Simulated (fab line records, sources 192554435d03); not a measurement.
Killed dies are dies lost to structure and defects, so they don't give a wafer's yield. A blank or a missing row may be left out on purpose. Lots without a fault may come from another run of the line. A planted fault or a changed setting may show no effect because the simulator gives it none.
Chamber matching | flow n5_finfet | N5_BEOL_M14_ETCH_67 on rie_diel-03: 4 sister chambers
The step etches SiARC in CF4, target depth 143 nm, time 238.3 s. 4 wafers are shown with their chamber, then 7 later ones without.

WAFERS WITH THEIR CHAMBER
wafer  | chamber | showerhead_plenum_p_Torr (Torr)
L089.1 | 2       | 2.25
L089.3 | 1       | 2.08
L089.4 | 3       | 2.10
L089.5 | 0       | 2.03

WAFERS WITHOUT THEIR CHAMBER
wafer  | showerhead_plenum_p_Torr (Torr)
L089.6 | 2.10
L087.3 | 2.03
L087.4 | 2.25
L087.6 | 2.10
L085.2 | 2.03
L085.3 | 2.08
L085.5 | 2.24

WHICH CHAMBER EACH WENT THROUGH
wafer  | from the rows above | in truth
L089.6 | 3                   | 3
L087.3 | 0                   | 0
L087.4 | 2                   | 2
L087.6 | 3                   | 3
L085.2 | 0                   | 0
L085.3 | 1                   | 1
L085.5 | 2                   | 2
Placed correctly: 7 of 7. Can't be placed from these rows: 0. Placed wrongly: 0.
How it was worked out, from the rows above alone: a wafer's distance from a chamber is the root of the sum, over the readings, of the square of ((its reading less the chamber's mean) divided by the reading's scatter). The wafer belongs to the nearest chamber; if the next one is less than 2 further off, it can't be placed. A chamber's mean is the mean of its shown wafers. The scatter: with one shown wafer a chamber, the root of the mean of the squares of how far each hidden wafer lies from its nearest shown one.
